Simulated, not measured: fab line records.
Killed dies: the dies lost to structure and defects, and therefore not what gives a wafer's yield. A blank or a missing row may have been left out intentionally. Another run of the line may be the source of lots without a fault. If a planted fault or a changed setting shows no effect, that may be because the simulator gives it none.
Commonality check across tools ; flow n5_finfet ; Lots sampled 10, wafers sampled 29

## WHY IT WAS OPENED
Of 10 lots, 2 have the reading VT_N_LONG flagged at N5_BEOL_M4_RC_MEAS_101. Wafers without a fault read 275.2 mV, standard deviation 1.9.
Rule: a lot is flagged when every wafer of it that has a number lies more than 4 standard deviations from that mean, or none has a number. As for the other lots, they are considered sound.

lot;measured;on;VT_N_LONG (mV), wafer by wafer;flag
L633;day 8 12:22;prober-02;274.3 274.8 275.4;
L634;day 8 17:25;prober-02;277.9 277.4 277.2;
L636;day 8 19:07;prober-02;276.8 273.0 274.7;
L635;day 8 19:13;prober-01;274.1 274.0 273.8;
L637;day 9 18:07;prober-01;277.3 277.6;
L646;day 11 06:49;prober-01;275.4 275.2 274.8;
L647;day 11 16:44;prober-01;273.2 272.8 271.2;
L648;day 12 00:05;prober-01;335.7 336.3 336.0;FLAGGED
L651;day 12 19:56;prober-02;334.7 334.7 334.9;FLAGGED
L653;day 13 15:59;prober-02;276.5 275.8 273.8;
The numbers of the flagged lots are 335.4 mV on average: +60.2 mV against the usual, or +32 standard deviations.

## EACH LOT AND THE TOOL IT RAN ON
3 process steps preceding the reading are held in the record, out of 1938 steps in the route. Every cell lists first the tool, next ch and the chambers used by the sampled wafers, and last the start.
lot;flag;N5_HKMG_FIN_WET_ETCH_18;N5_BEOL_M4_ANNEAL_89;N5_BEOL_M4_ANNEAL_95
L633;;wet_bench-04 ch 2,4,5, day 4 06:26;pvd_sputter-01, day 8 09:59;pvd_sputter-01, day 8 10:39
L634;;wet_bench-04 ch 0,5,6, day 4 12:34;pvd_sputter-02, day 8 14:52;pvd_sputter-02, day 8 15:31
L636;;wet_bench-04 ch 0,3,5, day 4 23:34;pvd_sputter-01, day 8 16:56;pvd_sputter-01, day 8 17:36
L635;;wet_bench-04 ch 0,4,5, day 4 16:50;pvd_sputter-02, day 8 17:04;pvd_sputter-02, day 8 17:43
L637;;wet_bench-04 ch 0,4, day 5 08:04;pvd_sputter-03, day 9 15:47;pvd_sputter-03, day 9 16:26
L646;;wet_bench-04 ch 4,5,6, day 7 08:58;pvd_sputter-03, day 11 04:28;pvd_sputter-03, day 11 05:08
L647;;wet_bench-04 ch 0,5,7, day 7 18:28;pvd_sputter-02, day 11 14:40;pvd_sputter-02, day 11 15:20
L648;FLAGGED;wet_bench-04 ch 5,6,7, day 8 04:20;pvd_sputter-02, day 11 22:01;pvd_sputter-02, day 11 22:40
L651;FLAGGED;wet_bench-04 ch 1,5,6, day 8 16:19;pvd_sputter-01, day 12 18:02;pvd_sputter-01, day 12 18:42
L653;;wet_bench-05 ch 2,3,4, day 9 08:41;pvd_sputter-02, day 13 14:04;pvd_sputter-02, day 13 14:44
What these steps do:
- N5_HKMG_FIN_WET_ETCH_18: etches TiN in SC1, time 55 s, target depth 5.2 nm, rinse time 30 s.
- N5_BEOL_M4_ANNEAL_89: time 240 s.
- N5_BEOL_M4_ANNEAL_95: time 240 s.
- N5_BEOL_M4_RC_MEAS_101

## FLAGGED OVER TOTAL, TOOL BY TOOL (the gauges that took the reading come last)
step;tool;lots run;flagged;share of the flagged lots;sound lots run after its first flagged lot
N5_HKMG_FIN_WET_ETCH_18;wet_bench-04;9;2;all;0
N5_HKMG_FIN_WET_ETCH_18;wet_bench-05;1;0;none;-
N5_BEOL_M4_ANNEAL_89;pvd_sputter-01;3;1;some;0
N5_BEOL_M4_ANNEAL_89;pvd_sputter-02;5;1;some;1 (L653)
N5_BEOL_M4_ANNEAL_89;pvd_sputter-03;2;0;none;-
N5_BEOL_M4_ANNEAL_95;pvd_sputter-01;3;1;some;0
N5_BEOL_M4_ANNEAL_95;pvd_sputter-02;5;1;some;1 (L653)
N5_BEOL_M4_ANNEAL_95;pvd_sputter-03;2;0;none;-
N5_BEOL_M4_RC_MEAS_101;prober-01;5;1;some;0
N5_BEOL_M4_RC_MEAS_101;prober-02;5;1;some;1 (L653)

## THE TABLE: WHAT IT ALLOWS
All flagged lots share 1 row of the table, namely wet_bench-04 at N5_HKMG_FIN_WET_ETCH_18.
- wet_bench-04 at N5_HKMG_FIN_WET_ETCH_18: 2 of its 9 lots flagged. A fault beginning between L647 (day 7 18:28), its last sound lot, and L648 (day 8 04:20), its first flagged one, fits the data.
What remains is a single tool, wet_bench-04 at N5_HKMG_FIN_WET_ETCH_18.

## WHAT HAD BEEN PUT IN BY THE SIMULATOR
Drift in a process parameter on wet_bench-04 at N5_HKMG_FIN_WET_ETCH_18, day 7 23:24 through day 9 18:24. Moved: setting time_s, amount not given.
Struck lots among those shown: L648, L651. Same finding as the rule above.
